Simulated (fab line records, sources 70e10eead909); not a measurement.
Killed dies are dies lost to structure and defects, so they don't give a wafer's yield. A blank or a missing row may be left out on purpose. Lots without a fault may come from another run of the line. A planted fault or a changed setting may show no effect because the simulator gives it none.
Which tool did it? | flow nand_harc | 24 lots, 72 wafers sampled, at 3 steps of a route of 1159

WHAT THE GAUGES READ, wafer by wafer
NHARC_A_CONTACT_CD_MEAS_69: target cd 200 nm. Usual: cd_nm 199.4 nm, standard deviation 0.45.
lot  | measured     | on        | cd_nm (nm)        | flag
L074 | day 16 18:32 | cd_sem-01 | 199.5 199.3 199.3 |
L075 | day 17 00:32 | cd_sem-02 | 198.4 199.4 198.7 |
L078 | day 17 02:10 | cd_sem-01 | 199.5 198.8 199.2 |
L076 | day 17 05:42 | cd_sem-03 | 200.1 199.3 199.5 |
L077 | day 17 08:55 | cd_sem-01 | 199.9 199.9 199.6 |
L080 | day 18 15:31 | cd_sem-02 | 199.3 198.3 198.8 |
L081 | day 18 16:15 | cd_sem-02 | 199.9 199.8 199.6 |
L082 | day 18 22:46 | cd_sem-02 | 200.1 199.2 199.7 |
L083 | day 18 23:35 | cd_sem-01 | 199.9 199.5 200.2 |
L079 | day 19 03:19 | cd_sem-01 | 199.5 200.0 199.2 |
L084 | day 19 05:27 | cd_sem-01 | 199.3 198.9 199.5 |
L087 | day 19 11:57 | cd_sem-02 | 199.3 198.5 199.5 |
L086 | day 19 13:17 | cd_sem-02 | 199.2 199.6 200.2 |
L085 | day 20 12:37 | cd_sem-02 | 199.7 200.2 200.1 |
L091 | day 20 17:13 | cd_sem-03 | 199.5 200.3 199.3 |
L088 | day 20 20:02 | cd_sem-03 | 199.3 198.8 199.5 |
L090 | day 21 02:14 | cd_sem-02 | 198.9 198.8 199.4 |
L089 | day 21 03:31 | cd_sem-02 | 199.2 199.4 199.2 |
L092 | day 21 13:53 | cd_sem-02 | 199.9 199.7 199.3 |
L093 | day 21 18:41 | cd_sem-01 | 198.9 198.7 198.7 |
L094 | day 22 07:44 | cd_sem-03 | 199.2 199.8 199.3 |
L095 | day 22 08:41 | cd_sem-01 | 199.2 199.5 199.6 |
L096 | day 22 12:35 | cd_sem-03 | 199.0 199.6 199.5 |
L097 | day 22 12:50 | cd_sem-02 | 199.5 199.3 198.9 |

WHICH TOOL RAN EACH LOT (tool, then ch and the chambers of the sampled wafers, then the start)
lot  | NHARC_A_CONTACT_ETCH_112             | NHARC_A_CONTACT_ETCH_96
L074 | har_cap_etch-02 ch 0,1, day 16 09:36 | rie_diel-09 ch 1,3, day 16 18:32 or earlier
L075 | har_cap_etch-02 ch 0,1, day 16 17:26 | rie_diel-11 ch 2,3, day 17 00:32 or earlier
L078 | har_cap_etch-01 ch 0,1, day 16 20:40 | rie_diel-09 ch 0,1, day 17 02:10 or earlier
L076 | har_cap_etch-03 ch 0,1, day 17 00:08 | rie_diel-11 ch 0,1,2, day 17 01:53
L077 | har_cap_etch-01 ch 0,1, day 17 02:02 | rie_diel-11 ch 1,2, day 17 03:47
L080 | har_cap_etch-01 ch 0,1, day 18 09:20 | rie_diel-11 ch 0,1,3, day 18 15:31 or earlier
L081 | har_cap_etch-02 ch 0,1, day 18 09:49 | rie_diel-10 ch 1,2,3, day 18 16:15 or earlier
L082 | har_cap_etch-03 ch 0,1, day 18 15:07 | rie_diel-10 ch 0,1,2, day 18 22:46 or earlier
L083 | har_cap_etch-01 ch 0, day 18 16:52   | rie_diel-11 ch 2,3, day 18 23:35 or earlier
L079 | har_cap_etch-01 ch 0,1, day 18 19:50 | rie_diel-11 ch 1,2, day 19 03:19 or earlier
L084 | har_cap_etch-02 ch 0,1, day 18 21:52 | rie_diel-10 ch 0,1,2, day 19 05:27 or earlier
L087 | har_cap_etch-02 ch 0,1, day 19 06:05 | rie_diel-11 ch 1,3, day 19 11:57 or earlier
L086 | har_cap_etch-01 ch 0,1, day 19 07:50 | rie_diel-11 ch 0,1,3, day 19 13:17 or earlier
L085 | har_cap_etch-01 ch 0,1, day 20 06:07 | rie_diel-11 ch 0,1,3, day 20 12:37 or earlier
L091 | har_cap_etch-03 ch 0,1, day 20 10:47 | rie_diel-09 ch 0,1,2, day 20 17:13 or earlier
L088 | har_cap_etch-02 ch 0,1, day 20 13:05 | rie_diel-11 ch 1,2,3, day 20 20:02 or earlier
L090 | har_cap_etch-03 ch 0,1, day 20 18:45 | rie_diel-09 ch 0,2,3, day 21 02:14 or earlier
L089 | har_cap_etch-01 ch 0,1, day 20 19:11 | rie_diel-10 ch 2,3, day 21 03:31 or earlier
L092 | har_cap_etch-01 ch 0,1, day 21 06:10 | rie_diel-11 ch 1,2,3, day 21 13:53 or earlier
L093 | har_cap_etch-02 ch 0,1, day 21 12:26 | rie_diel-11 ch 1,2,3, day 21 18:41 or earlier
L094 | har_cap_etch-03 ch 0,1, day 22 01:06 | rie_diel-11 ch 1,2,3, day 22 07:44 or earlier
L095 | har_cap_etch-02 ch 0,1, day 22 01:18 | rie_diel-09 ch 0,1,3, day 22 08:41 or earlier
L096 | har_cap_etch-03 ch 0,1, day 22 06:47 | rie_diel-11 ch 0,1,3, day 22 12:35 or earlier
L097 | har_cap_etch-02 ch 0,1, day 22 07:04 | rie_diel-11 ch 0,1,2, day 22 12:50 or earlier
- NHARC_A_CONTACT_ETCH_112: etches the open film in C4F8/O2/Ar, time 94 s, target depth 922 nm.
- NHARC_A_CONTACT_ETCH_96: etches the open film in C4F6/O2, target depth 20 nm, time 10 s.

WHAT THE TOOLS THEMSELVES READ (means of the sampled wafers that have a number; where no wafer has one, the mark that the record gives instead)
NHARC_A_CONTACT_ETCH_96. Usual: drypump_motor_current_A 5.5 A, standard deviation 0.33; oes_product_au 0.975 a.u., standard deviation 0.026; rf_vpp_V 545 V, standard deviation 4; showerhead_plenum_p_Torr 3.81 Torr, standard deviation 0.19; throttle_valve_pct 26.902 %, standard deviation 0.0088.
lot  | tool        | drypump_motor_current_A (A) | oes_product_au (a.u.) | rf_vpp_V (V) | showerhead_plenum_p_Torr (Torr) | throttle_valve_pct (%) | flag
L074 | rie_diel-09 | 5.2                         | 0.945                 | 546          | 3.88                            | 26.911                 |
L075 | rie_diel-11 | 5.4                         | 0.945                 | 542          | 3.67                            | 26.901                 |
L078 | rie_diel-09 | 5.3                         | 0.945                 | 549          | 4.05                            | 26.908                 |
L076 | rie_diel-11 | 5.6                         | 0.962                 | 544          | 3.79                            | 26.912                 |
L077 | rie_diel-11 | 5.8                         | 0.987                 | 543          | 3.67                            | 26.903                 |
L080 | rie_diel-11 | 5.3                         | 1.000                 | 544          | 3.78                            | 26.904                 |
L081 | rie_diel-10 | 5.5                         | 1.005                 | 546          | 3.89                            | 26.899                 |
L082 | rie_diel-10 | 5.5                         | 1.002                 | 546          | 3.88                            | 26.902                 |
L083 | rie_diel-11 | 5.4                         | 0.979                 | 542          | 3.67                            | 26.898                 |
L079 | rie_diel-11 | 5.8                         | 1.000                 | 542          | 3.67                            | 26.898                 |
L084 | rie_diel-10 | 5.5                         | 1.012                 | 545          | 3.88                            | 26.900                 |
L087 | rie_diel-11 | 5.5                         | 0.998                 | 542          | 3.65                            | 26.904                 |
L086 | rie_diel-11 | 5.3                         | 0.956                 | 544          | 3.78                            | 26.897                 |
L085 | rie_diel-11 | 5.4                         | 0.951                 | 544          | 3.78                            | 26.908                 |
L091 | rie_diel-09 | 5.6                         | 1.004                 | 547          | 3.97                            | 26.900                 |
L088 | rie_diel-11 | 5.6                         | 0.949                 | 541          | 3.66                            | 26.900                 |
L090 | rie_diel-09 | 5.7                         | 0.996                 | 550          | 4.04                            | 26.902                 |
L089 | rie_diel-10 | 5.6                         | 0.964                 | 543          | 3.75                            | 26.897                 |
L092 | rie_diel-11 | 5.6                         | 0.963                 | 541          | 3.65                            | 26.902                 |
L093 | rie_diel-11 | 5.6                         | 0.993                 | 541          | 3.65                            | 26.909                 |
L094 | rie_diel-11 | 5.6                         | 0.950                 | 541          | 3.65                            | 26.908                 |
L095 | rie_diel-09 | 5.3                         | 0.957                 | 547          | 3.94                            | 26.905                 |
L096 | rie_diel-11 | 5.4                         | 0.960                 | 544          | 3.77                            | 26.900                 |
L097 | rie_diel-11 | 5.6                         | 1.003                 | 544          | 3.78                            | 26.897                 |

THE ANSWER, worked out from the rows above alone
Rule: a lot is off if the mean of its wafers that have a number lies more than 3 standard deviations from the usual mean. A lot without any number at a reading at which 4 lots or more have one is off too. The other lots that the step has rows for count as sound. The gauges are gone through in route order, then the tools' own readings, and for those a lot's mean is taken as printed above. The first step at which some lot is off is used, and at that step the reading that is off furthest; a lot without a number counts as furthest.
No lot is off at any reading shown: from this, nothing can be told.

WHAT THE SIMULATOR HAD PUT IN
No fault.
